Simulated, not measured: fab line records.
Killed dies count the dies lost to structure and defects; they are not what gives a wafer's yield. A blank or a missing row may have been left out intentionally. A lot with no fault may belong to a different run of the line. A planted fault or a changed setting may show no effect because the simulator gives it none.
Chamber matching | flow nand-harc | 3 sister chambers for NHARC_A_STAIRCASE_DEP_259 on pecvd-02
The step deposits SiON, target thk 30 nm. 6 wafers are shown with their chamber, then 10 later ones without.

== WAFERS PAIRED WITH THEIR CHAMBERS ==
wafer  | chamber | heater-power-w (W)
L085.5 | 0       | 825
L087.1 | 0       | 789
L087.3 | 2       | 740
L087.5 | 1       | 694
L088.2 | 2       | 813
L088.4 | 1       | 710

== WAFERS WITH NO CHAMBER GIVEN ==
wafer  | heater-power-w (W)
L088.6 | 830
L089.1 | 732
L089.4 | 817
L089.5 | 718
L089.2 | 862
L089.3 | 844
L089.6 | 845
L091.2 | 727
L091.3 | 629
L091.4 | 748

== WHICH CHAMBER EACH WENT THROUGH ==
wafer  | from the rows above          | in truth
L088.6 | can't be placed: 0 or 2      | 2
L089.1 | can't be placed: 1 or 2 or 0 | 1
L089.4 | can't be placed: 0 or 2      | 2
L089.5 | can't be placed: 1 or 2      | 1
L089.2 | can't be placed: 0 or 2      | 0
L089.3 | can't be placed: 0 or 2      | 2
L089.6 | can't be placed: 0 or 2      | 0
L091.2 | can't be placed: 1 or 2 or 0 | 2
L091.3 | 1                            | 1
L091.4 | can't be placed: 2 or 1 or 0 | 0
1 of 10 placed correctly. Unplaceable from these rows: 9, with the true chamber sitting among the candidates in 9. Number placed wrongly: 0.
How it was worked out, from the rows above alone: a wafer's distance from a chamber is the root of the sum, over the readings, of the square of ((its reading less the chamber's mean) divided by the reading's scatter). If the next closest chamber is less than 2 further off than the closest, the wafer can't be placed; otherwise it belongs to the closest. The mean given for a chamber averages the wafers shown for that chamber. The scatter is the square root of a quotient: the sum, over the shown wafers, of each reading's squared deviation from its chamber's mean, divided by wafers minus chambers.
